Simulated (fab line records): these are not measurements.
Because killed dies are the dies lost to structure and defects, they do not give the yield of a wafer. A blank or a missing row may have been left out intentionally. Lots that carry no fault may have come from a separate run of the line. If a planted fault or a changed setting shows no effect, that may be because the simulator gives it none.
fab line records | flow nand-harc
[record] lots = 7 wafers = 19 last-day = 33
route steps=1302 shown A_CONTACT@1012
lots that met no fault: from a run of the same line without faults
start-h: hours from the record's first day to the start of the lot's first wafer shown | wait-h: how many hours have passed since the lot's step before this one | " repeats the value in the row above | L1.1+2: a single row standing in for several wafers | - no value present, or no start provided | * or withheld: withheld | < > ~ a bound
route shown NAME@n: NAME is a module with steps in the file, n the number in the route of the first one | usual: mean/standard deviation of fault-free wafers | same: alike in all rows | chamber/n: place in a boat | sites: readings site by site | _std_site: how widely they spread, as a standard deviation | _edge_site: outer sites' mean less inner sites' | radius-mm: for every site, how far away it sits from the centre of the wafer | mask NAME#n: copy n | behind: the most recent tool/chamber to have shaped the wafer | hold: why the lot went on hold/how many hours it stayed there/how the hold came to an end | device: names the non-switching transistor (n, p or np) | end of line: the route-end tests of the same wafers | step lacking rows: just its recipe | killed: count of dies lost to structure and defects at first sort (not the wafer's yield) | map: a wafer's dies, marking killed ones x, the rest . and places with no die _
set.NAME: the setting as run; set.NAME@STEP: as run at that earlier step | model.NAME: the simulator's own value behind a step, which no gauge read
certain route steps with their lots: each step a table, each wafer a row
services: when a tool's chamber went out of use (start-h, in hours from the record's first day, below 0 if earlier), for how many hours, and the reason
[[steps]]
[step NHARC_A_CONTACT_ETCH_118]
[recipe] source-w = withheld pressure-mtorr = 20 bias-v = 3000 time-s = 190 target-depth-a = 18500 ar-flow-sccm = withheld c4f8-flow-sccm = withheld o2-flow-sccm = withheld chemistry = C4F8/O2/Ar
[step NHARC_A_CONTACT_ETCH_119]
[recipe] source-w = withheld pressure-mtorr = 20 bias-v = 3000 time-s = 190 target-depth-a = 18500 ar-flow-sccm = withheld c4f8-flow-sccm = withheld o2-flow-sccm = withheld chemistry = C4F8/O2/Ar
// columns lot.wafer tool chamber start-h wait-h rf-hours-counter-h
L475.2 har-cap-etch-03 1 544.88 0.1 53
L475.4 " 1 " " -
L475.5 " 1 " " -
L476.2 har-cap-etch-01 0 545.09 0.1 9
L476.4 " 1 " " -
L476.6 " 1 " " -
L480.1 har-cap-etch-03 1 605.02 0.1 61
L480.5 " 0 " " -
L480.6 " 1 " " -
L487.2 har-cap-etch-02 1 684.16 0.1 113
L487.4 " 1 " " -
L491.1 har-cap-etch-01 1 700.09 0.1 32
L491.3 " 0 " " -
L491.6 " 1 " " -
L489.4 har-cap-etch-02 1 700.65 0.1 -
L489.6 " 0 " " -
L488.4 har-cap-etch-02 1 715.17 0.1 -
L488.6 " 0 " " -
L488.5 " 1 " " -
[step NHARC_A_CONTACT_ETCH_120]
[recipe] source-w = withheld pressure-mtorr = 20 bias-v = 3000 time-s = 190 target-depth-a = 18500 ar-flow-sccm = withheld c4f8-flow-sccm = withheld o2-flow-sccm = withheld chemistry = C4F8/O2/Ar
// columns lot.wafer tool chamber start-h wait-h rf-hours-counter-h
L475.2 har-cap-etch-03 1 545.06 0.1 53
L475.4 " 1 " " -
L475.5 " 1 " " -
L476.2 har-cap-etch-01 0 545.26 0.1 9
L476.4 " 1 " " -
L476.6 " 1 " " -
L480.1 har-cap-etch-03 1 605.19 0.1 61
L480.5 " 0 " " -
L480.6 " 1 " " -
L487.2 har-cap-etch-02 1 684.33 0.1 113
L487.4 " 1 " " -
L491.1 har-cap-etch-01 1 700.26 0.1 33
L491.3 " 0 " " -
L491.6 " 1 " " -
L489.4 har-cap-etch-02 1 700.82 0.1 -
L489.6 " 0 " " -
L488.4 har-cap-etch-02 1 715.34 0.1 -
L488.6 " 0 " " -
L488.5 " 1 " " -
[step NHARC_A_CONTACT_ETCH_121]
[recipe] source-w = withheld pressure-mtorr = 20 bias-v = 3000 time-s = 190 target-depth-a = 18500 ar-flow-sccm = withheld c4f8-flow-sccm = withheld o2-flow-sccm = withheld chemistry = C4F8/O2/Ar
// columns lot.wafer tool chamber start-h wait-h rf-hours-counter-h
L475.2 har-cap-etch-03 1 545.23 0.1 53
L475.4 " 1 " " -
L475.5 " 1 " " -
L476.2 har-cap-etch-01 0 545.43 0.1 9
L476.4 " 1 " " -
L476.6 " 1 " " -
L480.1 har-cap-etch-03 1 605.36 0.1 61
L480.5 " 0 " " -
L480.6 " 1 " " -
L487.2 har-cap-etch-02 1 684.50 0.1 113
L487.4 " 1 " " -
L491.1 har-cap-etch-01 1 700.43 0.1 33
L491.3 " 0 " " -
L491.6 " 1 " " -
L489.4 har-cap-etch-02 1 700.99 0.1 -
L489.6 " 0 " " -
L488.4 har-cap-etch-02 1 715.51 0.1 -
L488.6 " 0 " " -
L488.5 " 1 " " -
[step NHARC_A_CONTACT_ETCH_122]
[recipe] source-w = withheld pressure-mtorr = 20 bias-v = 3000 time-s = 190 target-depth-a = 18500 ar-flow-sccm = withheld c4f8-flow-sccm = withheld o2-flow-sccm = withheld chemistry = C4F8/O2/Ar
[step NHARC_A_CONTACT_ETCH_123]
[recipe] source-w = withheld pressure-mtorr = 20 bias-v = 400 time-s = 490 target-depth-a = 21100 ar-flow-sccm = withheld c4f8-flow-sccm = 11.5 o2-flow-sccm = 7.2 chemistry = C4F8/O2/Ar
[step NHARC_A_CONTACT_ETCH_90]
[recipe] target-depth-a = 400 over-etch-frac = 0.5 time-s = 85.7 ion-energy-ev = 120 ch3f-flow-sccm = 50 o2-flow-sccm = 30 ar-flow-sccm = 200 rf-w = 500 bias-w = 100 chemistry = CH3F/O2
[usual] drypump-motor-current-A = 5.8/0.41 oes-product-au = 0.96/0.035 rf-fwd-power-W = 496.8/1.9 rf-vpp-V = 243.8/1.3 showerhead-plenum-p-Torr = 2.41/0.079 throttle-valve-pct = 20.664/0.0089
// columns lot.wafer tool chamber start-h wait-h drypump-motor-current-A oes-product-au rf-fwd-power-W rf-hours-counter-h rf-vpp-V showerhead-plenum-p-Torr throttle-valve-pct
L475.2 rie-diel-12 1 546.54 0.9 6.3 0.94 498.9 18 243.9 2.47 20.674
L475.4 " 0 " " 5.8 0.92 498.3 19 243.9 2.49 20.657
L475.5 " 1 " " 6.2 0.93 497.6 - 243.1 2.47 20.677
L476.4 rie-diel-12 0 546.76 0.6 5.8 1.00 497.5 19 246.4 2.49 20.675
L476.2 " 1 " " 6.2 1.00 501.5 18 245.6 2.47 20.655
L476.6 " 0 " " 5.8 0.98 500.0 - 245.2 2.49 20.666
L480.1 rie-diel-12 1 606.65 0.8 6.2 0.93 499.6 24 243.8 2.46 20.655
L480.6 " 1 " " 6.3 0.94 498.4 - 243.5 2.46 20.666
L480.5 " 2 " " 5.2 0.93 496.5 - 243.7 2.43 20.657
L487.2 rie-diel-04 2 685.80 0.8 5.3 0.92 496.6 33 243.2 2.33 20.669
L487.4 " 0 " " 5.5 0.94 497.2 49 245.3 2.36 20.673
L491.1 rie-diel-04 0 701.76 0.8 5.5 0.93 497.6 56 243.5 2.36 20.667
L491.3 " 1 " " 5.7 0.94 496.1 48 245.0 2.42 20.668
L491.6 " 2 " " 5.3 0.92 496.7 - 241.1 2.32 20.678
L489.4 rie-diel-12 2 702.28 0.7 5.2 0.99 497.2 13 243.1 2.42 20.662
L489.6 " 1 " " 6.2 1.00 499.2 - 245.1 2.46 20.663
L488.4 rie-diel-07 0 716.75 0.6 6.3 1.00 501.1 20 244.7 2.36 20.663
L488.6 " 3 " " 5.3 1.01 496.9 - 244.9 2.46 20.664
L488.5 " 0 " " 6.3 1.00 500.2 - 242.5 2.36 20.663
[step NHARC_A_CONTACT_ETCH_96]
[recipe] target-depth-a = 200 over-etch-frac = 0.5 time-s = 10 ion-energy-ev = 250 c4f6-flow-sccm = 25 o2-flow-sccm = 20 ar-flow-sccm = 500 rf-w = 600 bias-w = 500 chemistry = C4F6/O2
[usual] drypump-motor-current-A = 5.8/0.4 oes-product-au = 0.975/0.025 rf-fwd-power-W = 587.3/2.8 rf-vpp-V = 545.5/2.6 showerhead-plenum-p-Torr = 3.85/0.12 throttle-valve-pct = 26.905/0.0091
// columns lot.wafer tool chamber start-h wait-h drypump-motor-current-A oes-product-au rf-fwd-power-W rf-hours-counter-h rf-vpp-V showerhead-plenum-p-Torr throttle-valve-pct
L475.2 rie-diel-12 0 - - 5.8 0.922 584.5 19 549.6 3.97 26.910
L475.4 " 2 " " 5.2 0.951 585.4 14 545.6 3.88 26.901
L475.5 " 3 " " 5.8 0.952 584.6 - 541.6 3.67 26.903
L476.2 rie-diel-12 1 - - 6.3 1.011 594.3 18 547.9 3.93 26.915
L476.4 " 2 " " 5.2 0.981 588.5 14 544.1 3.88 26.900
L476.6 " 1 " " 6.3 1.005 590.7 - 547.1 3.93 26.891
L480.1 rie-diel-12 0 - - 5.8 0.934 582.9 27 547.2 3.96 26.892
L480.5 " 1 " " 6.3 0.950 588.9 - 547.3 3.93 26.899
L480.6 " 2 " " 5.2 0.942 587.0 - 545.4 3.88 26.894
L487.4 rie-diel-04 0 - - 5.5 0.969 584.8 50 542.7 3.78 26.897
L487.2 " 1 " " 5.7 0.959 584.1 43 546.7 3.87 26.915
L491.3 rie-diel-04 1 - - 5.7 0.941 583.9 48 545.9 3.86 26.909
L491.1 " 2 " " 5.3 0.941 584.4 42 543.0 3.72 26.905
L491.6 " 0 " " 5.5 0.948 584.3 - 543.2 3.78 26.921
L489.4 rie-diel-12 3 - - 5.8 1.008 584.7 13 542.3 3.66 26.895
L489.6 " 2 " " 5.2 0.990 589.3 - 544.6 3.87 26.900
L488.4 rie-diel-07 0 - - 6.3 1.013 588.0 20 544.4 3.77 26.901
L488.5 " 3 " " 5.4 0.997 585.5 - 546.9 3.93 26.900
L488.6 " 0 " " 6.3 1.004 587.4 - 544.1 3.77 26.910
[step NHARC_A_CONTACT_CD_MEAS_53]
[usual] cd-nm = 289.4/0.85
// columns lot.wafer tool chamber start-h wait-h cd-nm
L475.2 cd-sem-02 - 546.76 - 290.8
L475.4 " - " " 291.0
L475.5 " - " " 290.4
L476.2 cd-sem-02 - 546.99 - 289.9
L476.4 " - " " 289.2
L476.6 " - " " 290.0
L480.1 cd-sem-02 - 606.88 - 289.5
L480.5 " - " " 289.1
L480.6 " - " " 289.2
L487.2 cd-sem-02 - 686.03 - 289.5
L487.4 " - " " 290.2
L491.1 cd-sem-02 - 701.95 - 289.6
L491.3 " - " " 289.4
L491.6 " - " " 289.9
L489.4 cd-sem-02 - 702.48 - 288.8
L489.6 " - " " 288.8
L488.4 cd-sem-02 - 716.99 - 289.2
L488.5 " - " " 288.9
L488.6 " - " " 289.1
[step NHARC_A_CONTACT_STRIP_99]
[recipe] n2-flow-sccm = 150 h2-flow-sccm = 150 ar-flow-sccm = 0 bias-w = 0 chemistry = N2/H2
[step NHARC_A_CONTACT_STRIP_100]
[recipe] cf4-flow-sccm = 100 chf3-flow-sccm = 30 ar-flow-sccm = 0 bias-w = 0 chemistry = CF4/CHF3
[step NHARC_A_CONTACT_STRIP_101]
[recipe] o2-flow-sccm = 400 cos-flow-sccm = 20 ar-flow-sccm = 0 bias-w = 0 chemistry = O2/COS
[step NHARC_A_CONTACT_ETCH_102]
[recipe] target-depth-a = 1000 overetch-a = 100 time-s = 55 ion-energy-ev = 100 cf4-flow-sccm = 80 o2-flow-sccm = 20 ar-flow-sccm = 0 rf-w = 300 bias-w = 100 chemistry = CF4/O2
[usual] drypump-motor-current-A = 5.8/0.42 oes-product-au = 0.999/0.0075 rf-fwd-power-W = 297.4/1 rf-vpp-V = 197.1/1.1 showerhead-plenum-p-Torr = 1.31/0.039 throttle-valve-pct = 13.396/0.0094
// columns lot.wafer tool chamber start-h wait-h drypump-motor-current-A oes-product-au rf-fwd-power-W rf-hours-counter-h rf-vpp-V showerhead-plenum-p-Torr throttle-valve-pct
L475.4 rie-diel-04 1 547.05 0.1 5.7 1.007 297.0 1 198.1 1.32 13.393
L475.2 " 3 " " 6.2 0.994 296.4 0 196.7 1.25 13.404
L475.5 " 1 " " 5.7 1.002 297.6 - 199.0 1.32 13.410
L476.2 rie-diel-07 1 547.28 0.1 5.7 0.992 296.8 21 196.4 1.33 13.376
L476.4 " 3 " " 5.3 1.011 297.6 27 197.3 1.35 13.409
L476.6 " 1 " " 5.7 0.999 296.0 - 198.9 1.33 13.396
L480.1 rie-diel-12 2 607.18 0.1 5.2 0.997 297.9 21 197.1 1.32 13.400
L480.6 " 1 " " 6.3 0.996 298.2 - 196.4 1.34 13.381
L480.5 " 2 " " 5.2 0.993 296.0 - 196.9 1.32 13.402
L487.4 rie-diel-12 3 686.37 0.1 5.8 0.943 295.2 10 195.4 1.24 13.381
L487.2 " 1 " " 6.2 0.993 299.1 9 197.8 1.33 13.382
L491.3 rie-diel-04 0 702.35 0.1 5.5 1.003 296.6 56 197.8 1.28 13.394
L491.1 " 2 " " 5.3 0.991 297.4 42 195.3 1.26 13.398
L491.6 " 0 " " 5.5 1.008 296.9 - 196.3 1.28 13.403
L489.4 rie-diel-12 0 702.77 0.1 5.8 0.933 297.6 11 197.0 1.35 13.412
L489.6 " 2 " " 5.2 0.991 298.2 - 197.7 1.32 13.393
L488.4 rie-diel-12 2 717.43 0.0 5.2 0.933 299.0 16 196.2 1.31 13.387
L488.5 " 2 " " 5.2 1.002 298.7 - 197.8 1.31 13.393
L488.6 " 3 " " 5.8 1.002 298.4 - 194.9 1.24 13.393
[step NHARC_A_CONTACT_STRIP_55]
[recipe] o2-flow-sccm = 500 ar-flow-sccm = 0 bias-w = 0 chemistry = O2
[[services]]
// columns tool chamber start-h hours kind
rie-diel-12 0 527.94 - clean
rie-diel-12 1 527.94 - clean
rie-diel-12 2 527.94 - clean
rie-diel-12 3 527.94 - clean
rie-diel-12 2 531.48 8.4 repair
rie-diel-04 - 534.29 9.0 pm
rie-diel-12 0 552.44 - clean
rie-diel-12 1 552.44 - clean
rie-diel-12 2 552.44 - clean
rie-diel-12 3 552.44 - clean
rie-diel-04 0 563.20 2.9 repair
rie-diel-12 0 576.94 - clean
rie-diel-12 1 576.94 - clean
rie-diel-04 2 588.21 18.9 repair
rie-diel-12 1 594.74 4.0 repair
rie-diel-12 2 608.01 8.6 repair
rie-diel-12 - 622.52 9.0 pm
har-cap-etch-03 - 631.25 1.4 repair
rie-diel-07 - 649.81 9.0 pm
rie-diel-07 - 663.00 0.6 repair
rie-diel-04 2 665.57 6.9 repair
rie-diel-04 1 691.42 4.7 repair
rie-diel-04 3 691.99 6.0 repair
rie-diel-04 - 711.29 9.0 pm
[[key]]
[first-sign] step = NHARC_A_CONTACT_ETCH_102 reading = oes-product-au direction = down sigmas = 8.3 usual = 0.999 struck = 0.936
effect none on later readings
met-at NHARC_A_CONTACT_ETCH_102
struck-wafers L487.4,L488.4,L489.4
later-rows-left-out L487.4,L488.4,L489.4
sort-left-out L487.4,L488.4,L489.4
tester-left-out L487,L488,L489
onset-between 607.18 686.37
[fault] kind = process-parameter-drift tool = rie-diel-12 chamber = - onset-h = 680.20 steps = NHARC_A_CONTACT_ETCH_102 channel = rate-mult offset = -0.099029 shape = step end-h = 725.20 scope = struck-wafers-only
// tester-left-out: of these lots the tester's yield and bins aren't shown, on N5 and GAA mostly nor the transistor test; their killed dies are dies lost to structure and defects alone, not to doping, threshold or leakage, so they don't give the yield
// sort-left-out: the simulated sort isn't trusted on such a fault, so these wafers' sort isn't shown, and their yield isn't known
// later-rows-left-out: the simulator's readings of these wafers behind a module that went badly wrong aren't trusted and aren't shown, but for the sort
